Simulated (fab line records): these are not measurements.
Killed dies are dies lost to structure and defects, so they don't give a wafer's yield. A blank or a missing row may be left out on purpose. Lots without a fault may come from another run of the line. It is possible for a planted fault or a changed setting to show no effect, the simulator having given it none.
Split-lot study | flow n5 finfet | 7 lots, 39 wafers read, on a route of 1938 steps

== ABOUT THE SPLIT ==
At N5_FIN_SAQP_EXPOSE_13 (exposes mask FIN CORE, target cd 35.6 nm), the setting dose mj was moved away from the recipe's 63.25 on 18 of the 39 wafers read, by -6.7% to +7.2%. For the rest of the wafers, this setting stayed at what the recipe calls for.

== FROM THE SPLIT TO THE READING: what the file shows between them, 2 steps ==
- N5_FIN_SAQP_PEB_14: peb time 60 s
- N5_FIN_SAQP_DEVELOP_15: develop time 30 s

== THE READING ==
cd nm at N5_FIN_SAQP_CD_MEAS_16, given in nm (cd target 35.6 nm). Fault-free wafers of this fab line usually give 35.50 nm, standard deviation 0.27 nm.

wafer  | tool, chamber at the split | dose mj as run | against the recipe | cd nm, nm | against lot-mates on the recipe
L077.1 | arfi scanner-03, 0         | 67.78          | +7.2%              | 33.66     | -1.66
L077.2 | arfi scanner-03, 0         | 63.25          | recipe             | 35.02     | -
L077.3 | arfi scanner-03, 0         | 63.25          | recipe             | 35.37     | -
L077.4 | arfi scanner-03, 0         | 63.25          | recipe             | 35.57     | -
L077.5 | arfi scanner-03, 0         | 67.78          | +7.2%              | 33.58     | -1.74
L077.6 | arfi scanner-03, 0         | 67.78          | +7.2%              | 33.37     | -1.95
L078.1 | arfi scanner-03, 0         | 63.25          | recipe             | 35.00     | -
L078.2 | arfi scanner-03, 0         | 63.25          | recipe             | 35.54     | -
L078.3 | arfi scanner-03, 0         | 66.89          | +5.8%              | 33.84     | -1.37
L078.4 | arfi scanner-03, 0         | 63.25          | recipe             | 35.09     | -
L078.5 | arfi scanner-03, 0         | 66.89          | +5.8%              | 33.98     | -1.23
L078.6 | arfi scanner-03, 0         | 66.89          | +5.8%              | 33.82     | -1.39
L079.1 | arfi scanner-02, 0         | 63.25          | recipe             | 35.44     | -
L079.3 | arfi scanner-02, 0         | 63.25          | recipe             | 35.68     | -
L079.4 | arfi scanner-02, 0         | 63.25          | recipe             | 35.26     | -
L081.1 | arfi scanner-01, 0         | 63.25          | recipe             | 35.71     | -
L081.2 | arfi scanner-01, 0         | 67.53          | +6.8%              | 33.95     | -1.79
L081.3 | arfi scanner-01, 0         | 63.25          | recipe             | 35.82     | -
L081.4 | arfi scanner-01, 0         | 63.25          | recipe             | 35.68     | -
L081.5 | arfi scanner-01, 0         | 67.53          | +6.8%              | 34.02     | -1.72
L081.6 | arfi scanner-01, 0         | 67.53          | +6.8%              | 33.94     | -1.80
L092.1 | arfi scanner-01, 0         | 58.99          | -6.7%              | 37.26     | +2.01
L092.2 | arfi scanner-01, 0         | 58.99          | -6.7%              | 37.21     | +1.96
L092.3 | arfi scanner-01, 0         | 58.99          | -6.7%              | 36.84     | +1.59
L092.4 | arfi scanner-01, 0         | 63.25          | recipe             | 35.48     | -
L092.5 | arfi scanner-01, 0         | 63.25          | recipe             | 34.94     | -
L092.6 | arfi scanner-01, 0         | 63.25          | recipe             | 35.32     | -
L095.1 | arfi scanner-02, 0         | 65.02          | +2.8%              | 34.71     | -0.54
L095.2 | arfi scanner-02, 0         | 63.25          | recipe             | 35.25     | -
L095.3 | arfi scanner-02, 0         | 65.02          | +2.8%              | 34.78     | -0.47
L095.4 | arfi scanner-02, 0         | 63.25          | recipe             | 35.01     | -
L095.5 | arfi scanner-02, 0         | 65.02          | +2.8%              | 34.65     | -0.60
L095.6 | arfi scanner-02, 0         | 63.25          | recipe             | 35.49     | -
L096.1 | arfi scanner-02, 0         | 63.25          | recipe             | 35.56     | -
L096.2 | arfi scanner-02, 0         | 60.03          | -5.1%              | 36.56     | +1.12
L096.3 | arfi scanner-02, 0         | 63.25          | recipe             | 35.16     | -
L096.4 | arfi scanner-02, 0         | 60.03          | -5.1%              | 37.06     | +1.62
L096.5 | arfi scanner-02, 0         | 60.03          | -5.1%              | 36.95     | +1.51
L096.6 | arfi scanner-02, 0         | 63.25          | recipe             | 35.59     | -

THE FIT
A straight line over all 39 wafers: cd nm changes by -0.252 nm for each +1% of dose mj; r = -0.97; the points scatter about the line by 0.24 nm.
The same after taking each lot's own level away (the mean of its wafers on the recipe; 39 wafers): -0.259 nm for each +1%; r = -0.98; scatter 0.19 nm.
The reading moves by 1.9 nm for the largest change in dose mj, on that fit.
From 35.210 to 35.737 nm: that is the span of the lots' own levels, equal to 2.0 times the standard deviation above.
The two slopes are in agreement: the lot-to-lot level therefore moves the slope only a little.
Check: for one of the wafers moved furthest among these (+7.2%), held out of the fit, the line's prediction against its lot-mates is -1.82 nm. Against them it came out at -1.66 nm.

== OTHER SPLITS APPLIED TO THESE WAFERS ==
Other splits were also applied to these wafers ahead of the reading. Each is held against what the fit with the lots' levels taken away leaves over:
other split on the same wafers | wafers away from the commonest value | r with cd nm (lot level and that fit taken away)
N5_WELL_APT_EPI_41 time s      | 15                                   | -0.36

== THE FILE'S OWN FIT ==
cd nm changes by -0.256 nm for each +1% of dose mj, r = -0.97.
